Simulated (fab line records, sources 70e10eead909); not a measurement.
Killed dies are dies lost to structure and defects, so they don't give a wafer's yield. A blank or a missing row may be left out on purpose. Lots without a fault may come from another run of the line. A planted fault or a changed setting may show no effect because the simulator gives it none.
A struck lot beside a sound one | flow nand_harc | 15 steps out of a route of 1302
Sound: wafers L392.2, L392.3, L392.5. Struck: wafer L401.5. (L401.3 of the same lot was not struck and is left out.) The cause comes at the end.
At each step with rows: each side's tool, then ch and its chambers, then its first start. Under that, the readings that differ: sound wafers | struck wafers | difference of the means | sigmas: that difference in standard deviations of wafers without a fault.
alike: readings whose means differ by less than 2 such deviations, and words and numbers that are the same on both sides. not compared: withheld readings, readings that some wafer has no value for, bounds like >300 that may hide the same value, and numbers for which the record gives no deviation and whose values overlap.
The two part at a step that has a row with sigmas, a row that says differs or no value, or rows on one side only. Numbers that don't overlap but have no deviation are shown without sigmas and don't part them. A reading that every wafer of one side lacks parts them only if that side has two wafers or more.

first, 3 steps without rows for these wafers: NHARC_THIN_TSV_EXPOSE_09 (exposes mask TSV); NHARC_THIN_TSV_PEB_10 (peb time 85 s); NHARC_THIN_TSV_DEVELOP_11 (time 70 s).
NHARC_THIN_TSV_CD_MEAS_12: target cd 1000 nm.
  sound on cd_sem-03 ch 0, day 24 13:16; struck on cd_sem-02 ch 0, day 28 12:10
  alike: cd_nm
then, 1 step without rows for these wafers: NHARC_THIN_TSV_HARDBAKE_13 (time 80 s).
NHARC_THIN_TSV_DESCUM_14: chemistry O2, time 3 s.
  sound on rie_diel-13 ch 0,3, day 24 13:25; struck on rie_diel-01 ch 1, day 28 12:20
  reading               | sound             | struck | difference | sigmas
  oes_product_au (a.u.) | 1.009 0.998 1.003 | 0.977  | -0.026     | -3
  alike: drypump_motor_current_A, o2_flow_sccm, rf_vpp_V, showerhead_plenum_p_Torr, throttle_valve_pct
  not compared: rf_hours_counter_h
NHARC_THIN_TSV_ETCH_44: etches the open film in CF4/O2, target depth 1594.2 nm, time 797.1 s.
  sound on rie_diel-13 ch 0,1,2, day 24 13:31; struck on rie_diel-01 ch 1, day 28 12:35
  alike: drypump_motor_current_A, o2_flow_sccm, oes_product_au, rf_vpp_V, showerhead_plenum_p_Torr, throttle_valve_pct
  not compared: rf_hours_counter_h
NHARC_THIN_TSV_ETCH_15: target depth 3000 nm, bosch target overetch cycles 2, bosch etch step 2.8 s.
  sound on rie_si-04 ch 0,1,2, day 24 14:06; struck on rie_si-03 ch 1, day 28 12:59
  reading                     | sound       | struck | difference | sigmas
  drypump_motor_current_A (A) | 5.4 5.4 5.6 | 6.5    | +1.0       | +3
  alike: he_backside_leak_sccm
  not compared: rf_hours_counter_h
NHARC_THIN_TSV_CD_MEAS_16:
  sound on cd_sem-02, day 24 14:14; struck on cd_sem-02, day 28 13:08
  alike: cd_nm
then, 2 steps without rows for these wafers: NHARC_THIN_TSV_STRIP_45 (strips in O2); NHARC_THIN_TSV_STRIP_46 (strips in post etch residue remover, time 1200 s).
NHARC_THIN_TSV_DEP_47: deposits SiO2, target thk 200 nm.
  sound on pecvd-03 ch 0,1, day 24 15:09; struck on pecvd-01 ch 2, day 28 14:03
  alike: throttle_valve_pct
NHARC_THIN_TSV_ETCHBACK_48: etches the open film in C4F8/Ar, target depth 1028.5 nm, time 405.17 s.
  sound on rie_diel-13 ch 0,1,3, day 24 15:35; struck on rie_diel-13 ch 0, day 28 14:26
  reading        | sound       | struck  | difference | sigmas
  over_etch_frac | 0.3 0.3 0.3 | 0.27663 | -0.02337   |
  alike: oes_product_au, rf_vpp_V
  not compared: rf_hours_counter_h
NHARC_THIN_TSV_STRIP_62: strips in N2/H2, time 20 s.
  sound on plasma_asher-02 ch 0,1, day 24 15:53; struck on plasma_asher-02 ch 0, day 28 14:49
  alike: drypump_motor_current_A, heater_power_w
  not compared: rf_hours_counter_h
NHARC_END_SORT_01:
  the record has rows for the struck wafers here (prober-01 ch 0, day 29 06:31) and none for the sound ones

WHERE THEY PART
First at NHARC_THIN_TSV_DESCUM_14; last, within this record, at NHARC_END_SORT_01.

WHY: what the simulator had put in
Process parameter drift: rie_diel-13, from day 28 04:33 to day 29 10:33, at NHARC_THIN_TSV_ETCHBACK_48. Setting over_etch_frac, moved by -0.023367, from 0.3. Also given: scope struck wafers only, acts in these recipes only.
